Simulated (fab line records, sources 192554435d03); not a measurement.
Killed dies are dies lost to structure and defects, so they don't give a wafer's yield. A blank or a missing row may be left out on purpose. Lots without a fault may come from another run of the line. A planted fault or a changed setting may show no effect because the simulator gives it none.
Which tool did it? | flow n5_finfet | 12 lots, 36 wafers sampled, at 5 steps of a route of 1938

WHAT THE GAUGES READ, wafer by wafer
The record holds no reading of a measuring or inspecting step that can be judged against a usual standard deviation.

WHICH TOOL RAN EACH LOT (tool, then ch and the chambers of the sampled wafers, then the start)
lot  | N5_MOL_CONTACT_COAG_PRECLEAN_127    | N5_MIM_BOT_DEGAS_01          | N5_MIM_BOT_SPUTTER_00        | N5_MIM_BOT_ETCH_ETCH_00           | N5_PASSIVATION_PROBE_49
L704 | wet_bench-03 ch 0,1,6, day 5 16:19  | pvd_sputter-01, day 12 22:26 | pvd_sputter-01, day 12 22:28 | rie_metal-02 ch 0,1, day 13 02:45 | -
L705 | wet_bench-04 ch 0,2,7, day 5 22:13  | pvd_sputter-01, day 12 22:58 | pvd_sputter-01, day 12 23:01 | rie_metal-03 ch 0,1, day 13 03:15 | -
L707 | wet_bench-04 ch 2,3,6, day 6 13:08  | pvd_sputter-02, day 13 01:58 | pvd_sputter-02, day 13 02:01 | rie_metal-03 ch 0,1, day 13 06:16 | -
L708 | wet_bench-03 ch 0,5,7, day 6 18:39  | pvd_sputter-01, day 14 01:11 | pvd_sputter-01, day 14 01:13 | rie_metal-02 ch 0,1, day 14 03:31 | -
L710 | wet_bench-05 ch 0,6,7, day 7 04:37  | pvd_sputter-02, day 15 05:03 | pvd_sputter-02, day 15 05:05 | rie_metal-01 ch 0,1, day 15 07:46 | -
L711 | wet_bench-03 ch 3,4,6, day 7 12:51  | pvd_sputter-01, day 17 11:57 | pvd_sputter-01, day 17 11:59 | rie_metal-01 ch 0,1, day 17 14:22 | -
L713 | wet_bench-05 ch 2,4,5, day 7 22:31  | pvd_sputter-03, day 15 05:27 | pvd_sputter-03, day 15 05:29 | rie_metal-02 ch 0,1, day 15 07:55 | -
L714 | wet_bench-04 ch 0,3,4, day 8 08:01  | pvd_sputter-03, day 16 18:18 | pvd_sputter-03, day 16 18:20 | rie_metal-01 ch 0,1, day 16 21:02 | -
L715 | wet_bench-03 ch 1,2,7, day 8 14:43  | pvd_sputter-02, day 17 22:43 | pvd_sputter-02, day 17 22:45 | rie_metal-03 ch 1, day 18 01:37   | -
L716 | wet_bench-03 ch 0,1,2, day 8 17:00  | pvd_sputter-01, day 17 12:20 | pvd_sputter-01, day 17 12:22 | rie_metal-02 ch 0,1, day 17 14:32 | -
L717 | wet_bench-03 ch 0,4,6, day 9 09:04  | pvd_sputter-03, day 17 06:43 | pvd_sputter-03, day 17 06:45 | rie_metal-02 ch 0,1, day 17 09:33 | prober-01, day 17 19:14
L725 | wet_bench-05 ch 0,3,4, day 11 04:29 | pvd_sputter-01, day 19 06:14 | pvd_sputter-01, day 19 06:16 | rie_metal-03 ch 0,1, day 19 08:37 | -
- N5_MOL_CONTACT_COAG_PRECLEAN_127: cleans in DIW, time 57.5 s.
- N5_MIM_BOT_DEGAS_01: time 60 s.
- N5_MIM_BOT_SPUTTER_00: material TiN, target thk 35 nm, time 89.7 s.
- N5_MIM_BOT_ETCH_ETCH_00: etches TiN in Cl2/BCl3, target depth 45.5 nm.
- N5_PASSIVATION_PROBE_49

WHAT THE TOOLS THEMSELVES READ (means of the sampled wafers that have a number; where no wafer has one, the mark that the record gives instead)
N5_MIM_BOT_DEGAS_01. Usual: heater_power_w 491 W, standard deviation 51.
lot  | tool           | heater_power_w (W) | flag
L704 | pvd_sputter-01 | 501                |
L705 | pvd_sputter-01 | 490                |
L707 | pvd_sputter-02 | 540                |
L708 | pvd_sputter-01 | 527                |
L710 | pvd_sputter-02 | 544                |
L711 | pvd_sputter-01 | 483                |
L713 | pvd_sputter-03 | 482                |
L714 | pvd_sputter-03 | 492                |
L715 | pvd_sputter-02 | 529                |
L716 | pvd_sputter-01 | 477                |
L717 | pvd_sputter-03 | 470                |
L725 | pvd_sputter-01 | 528                |

N5_MIM_BOT_SPUTTER_00. Usual: substrate_temp_c 200.01 C, standard deviation 0.18; throttle_valve_pct 29.7 %, standard deviation 1.
lot  | tool           | substrate_temp_c (C) | throttle_valve_pct (%) | flag
L704 | pvd_sputter-01 | 200.04               | 29.4                   |
L705 | pvd_sputter-01 | 200.14               | 29.7                   |
L707 | pvd_sputter-02 | 199.95               | 29.9                   |
L708 | pvd_sputter-01 | 200.17               | 30.0                   |
L710 | pvd_sputter-02 | 200.07               | 30.0                   |
L711 | pvd_sputter-01 | 199.99               | 28.8                   |
L713 | pvd_sputter-03 | 200.12               | 30.9                   |
L714 | pvd_sputter-03 | 200.03               | 30.5                   |
L715 | pvd_sputter-02 | 200.06               | 30.2                   |
L716 | pvd_sputter-01 | 199.89               | 29.1                   |
L717 | pvd_sputter-03 | 200.00               | 29.9                   |
L725 | pvd_sputter-01 | 200.08               | 30.2                   |

N5_MIM_BOT_ETCH_ETCH_00. Usual: drypump_motor_current_A 5.95 A, standard deviation 0.13; oes_product_au 0.82 a.u., standard deviation 0.073; throttle_valve_pct 21.79 %, standard deviation 0.26.
lot  | tool         | drypump_motor_current_A (A) | oes_product_au (a.u.) | throttle_valve_pct (%) | flag
L704 | rie_metal-02 | 5.92                        | 0.76                  | 21.83                  |
L705 | rie_metal-03 | 5.91                        | 0.88                  | 21.81                  |
L707 | rie_metal-03 | 5.89                        | 0.88                  | 21.81                  |
L708 | rie_metal-02 | 6.04                        | 0.76                  | 22.01                  |
L710 | rie_metal-01 | 6.01                        | 0.92                  | 21.53                  |
L711 | rie_metal-01 | 5.99                        | 0.90                  | 21.52                  |
L713 | rie_metal-02 | 6.06                        | 0.75                  | 22.02                  |
L714 | rie_metal-01 | 6.01                        | 0.90                  | 21.54                  |
L715 | rie_metal-03 | 5.95                        | 0.82                  | 21.68                  |
L716 | rie_metal-02 | 5.95                        | 0.74                  | 21.86                  |
L717 | rie_metal-02 | 6.05                        | 0.74                  | 22.02                  |
L725 | rie_metal-03 | 5.85                        | 0.84                  | 22.01                  |

N5_PASSIVATION_PROBE_49. Usual: defect_limited_yield 91.6 %, standard deviation 1.6; killed_at_M0_to_M3 32, standard deviation 9.7; killed_at_M4_up 13, standard deviation 4.4; killed_at_contacts 12, standard deviation 6.5; killed_at_front_end 38, standard deviation 12; killed_at_other 3.7, standard deviation 3; killed_dies 99, standard deviation 18; killed_on_rim 13, standard deviation 3.9; killed_open 66, standard deviation 14; killed_short 32, standard deviation 7.5; sort_bin_5_function 4.9 %, standard deviation 1; sort_bin_6_memory 3.2 %, standard deviation 0.73; sort_n_pass 1081, standard deviation 18; sort_yield_pct 91.6 %, standard deviation 1.6.
lot  | tool      | defect_limited_yield (%) | killed_at_M0_to_M3 | killed_at_M4_up | killed_at_contacts | killed_at_front_end | killed_at_other | killed_dies | killed_on_rim | killed_open | killed_short | sort_bin_5_function (%) | sort_bin_6_memory (%) | sort_n_pass | sort_yield_pct (%) | flag
L717 | prober-01 | 88.3                     | 37                 | 10              | 50                 | 41                  | 0.3             | 138         | 17            | 69          | 33           | 6.4                     | 3.9                   | 1042        | 88.3               | OFF

THE ANSWER, worked out from the rows above alone
Rule: a lot is off if the mean of its wafers that have a number lies more than 3 standard deviations from the usual mean. A lot without any number at a reading at which 4 lots or more have one is off too. The other lots that the step has rows for count as sound. The gauges are gone through in route order, then the tools' own readings, and for those a lot's mean is taken as printed above. The first step at which some lot is off is used, and at that step the reading that is off furthest; a lot without a number counts as furthest.
Off: L717, at N5_PASSIVATION_PROBE_49 (killed_at_contacts). Neither off nor sound, because the step has no rows for them: L704, L705, L707, L708, L710, L711, L713, L714, L715, L716, L725.
A tool fits if, at that step or a process step before it, it ran every lot that is off, and no sound lot after the first of them. Can't be told from this: 4 tools fit, wet_bench-03 at N5_MOL_CONTACT_COAG_PRECLEAN_127, pvd_sputter-03 at N5_MIM_BOT_DEGAS_01 and N5_MIM_BOT_SPUTTER_00, rie_metal-02 at N5_MIM_BOT_ETCH_ETCH_00, prober-01 at N5_PASSIVATION_PROBE_49.

WHAT THE SIMULATOR HAD PUT IN
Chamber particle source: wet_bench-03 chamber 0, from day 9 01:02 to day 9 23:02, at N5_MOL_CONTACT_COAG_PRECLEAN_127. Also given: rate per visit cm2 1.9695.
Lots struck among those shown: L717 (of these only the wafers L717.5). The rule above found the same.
